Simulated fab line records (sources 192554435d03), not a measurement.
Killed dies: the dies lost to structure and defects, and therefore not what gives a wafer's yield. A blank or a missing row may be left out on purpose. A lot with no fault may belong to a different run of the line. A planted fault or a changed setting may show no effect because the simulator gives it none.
Code-filled problem report in 8D (eight disciplines) form || flow n5Finfet || the parts of the form that need people (team, actions taken, sign-off) are left out

## 1. THE ISSUE
rawDefectCount at N5_BEOL_M2_INSPECT_13 reads a mean of 1382 on 6 wafers of 2 lots; wafers without a fault read 444 with a standard deviation of 110. Relative to the usual mean, that is a shift of +8.5 standard deviations.
The step: inspects for defects (brightfield).
First seen on wafer L254.2, day 12 01:12, on defectInspect-01. Wafers with a number at this step in the record: 30, from 10 lots. Rule for "out" (also "out of limits"): further than 4 standard deviations from the usual mean. The other wafers with a number count as sound.

## 2. WHAT THIS IS AND IS NOT
{"question": "which readings at this step", "is": "rawDefectCount", "is not": "-"}
{"question": "which lots", "is": "L254, L255", "is not": "L233, L234, L241, L244, L247, L248, L249, L251"}
{"question": "which wafers of those lots", "is": "all that have a number", "is not": "-"}
{"question": "read on which gauges", "is": "defectInspect-01, defectInspect-02", "is not": "-"}
{"question": "when", "is": "from day 12 01:12", "is not": "up to then (24 sound wafers)"}

## 3. THE SUSPECTS, EACH WITH WHAT RULES IT OUT
Counting: a tool at a process step up to the reading stays a suspect if it ran every lot that is out and no sound lot after the first of them.
- the gauge at N5_BEOL_M2_INSPECT_13 is ruled out. 2 gauges (defectInspect-01, defectInspect-02) read the wafers that are out.
- cvdCo-02 at N5_BEOL_M1_CO_CAP_55 (material Co, precursor CCTBA/H2, target thk 2 nm, time 102.1 s): kept. Every lot that is out went through it, starting with L254 (day 11 22:19), and after that it ran no sound lot; the last sound lot it ran before then is L249 (day 10 06:05).
- pecvd-02 at N5_BEOL_M2_ILD_DEP_00 (deposits SiOC from DEMS/O2, target thk 79 nm, time 15.3 s): kept. Every lot that is out went through it, starting with L254 (day 11 22:36), and after that it ran no sound lot; the last sound lot it ran before then is L251 (day 11 00:19).
Left after counting: cvdCo-02 at N5_BEOL_M1_CO_CAP_55, pecvd-02 at N5_BEOL_M2_ILD_DEP_00.

## 4. THE CAUSE (what the simulator had put in)
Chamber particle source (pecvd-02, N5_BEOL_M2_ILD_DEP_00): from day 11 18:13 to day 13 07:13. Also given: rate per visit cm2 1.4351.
This tool is one of the 2 suspects left after counting.

## 5. SEQUENCE OF EFFECTS, ordered by route
Each row: a reading whose mean over the struck wafers that have a number lies more than 3 standard deviations from the usual. Readings are gone through only where the record gives a usual standard deviation; hours: the median, over the lots, of the time from a lot's start at the first step in this table giving one to that lot's start at this step; sigmas: the change measured in usual standard deviations.
{"hours": 0, "step": "N5_BEOL_M2_INSPECT_13", "reading": "rawDefectCount", "usual": 444, "on struck wafers": 1382, "change": "+938", "sigmas": "+8.5"}
{"hours": 139, "step": "N5_PASSIVATION_PROBE_49", "reading": "defectLimitedYield", "usual": "91.3 %", "on struck wafers": 83.7, "change": -7.6, "sigmas": -5.4}
{"hours": 139, "step": "N5_PASSIVATION_PROBE_49", "reading": "killed_at_M0_to_M3", "usual": 36, "on struck wafers": 134, "change": "+98", "sigmas": "+8.9"}
{"hours": 139, "step": "N5_PASSIVATION_PROBE_49", "reading": "killedDies", "usual": 103, "on struck wafers": 192, "change": "+89", "sigmas": "+5.3"}
{"hours": 139, "step": "N5_PASSIVATION_PROBE_49", "reading": "killedOnRim", "usual": 13, "on struck wafers": 28, "change": "+14", "sigmas": "+4.0"}
{"hours": 139, "step": "N5_PASSIVATION_PROBE_49", "reading": "sort_bin_5_function", "usual": "5.2 %", "on struck wafers": 9.8, "change": "+4.6", "sigmas": "+5.0"}
{"hours": 139, "step": "N5_PASSIVATION_PROBE_49", "reading": "sortNPass", "usual": 1077, "on struck wafers": 987, "change": -90, "sigmas": -5.3}
{"hours": 139, "step": "N5_PASSIVATION_PROBE_49", "reading": "sortYieldPct", "usual": "91.3 %", "on struck wafers": 83.6, "change": -7.7, "sigmas": -5.5}
Here are the process steps it includes:
- N5_PASSIVATION_PROBE_49
Later steps that measure or inspect, where all struck wafers having a row at the step show a number for every such reading and not one has moved that far: N5_BEOL_M4_RC_MEAS_101.

## 6. HOW IT WOULD HAVE BEEN CAUGHT EARLIER
In this record the first reading out of limits at a measuring or inspecting step was taken at day 12 01:12, 7 hours after the fault began at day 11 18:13.
No tool reading at N5_BEOL_M2_ILD_DEP_00 that has a usual standard deviation in the record was out on any struck wafer, so an alarm limit of 4 standard deviations on those readings would not have fired.
Among the 2 lots that are out, L255 began N5_BEOL_M2_ILD_DEP_00 on pecvd-02 after day 12 01:12. A tool hold placed at that time would have kept it from harm.
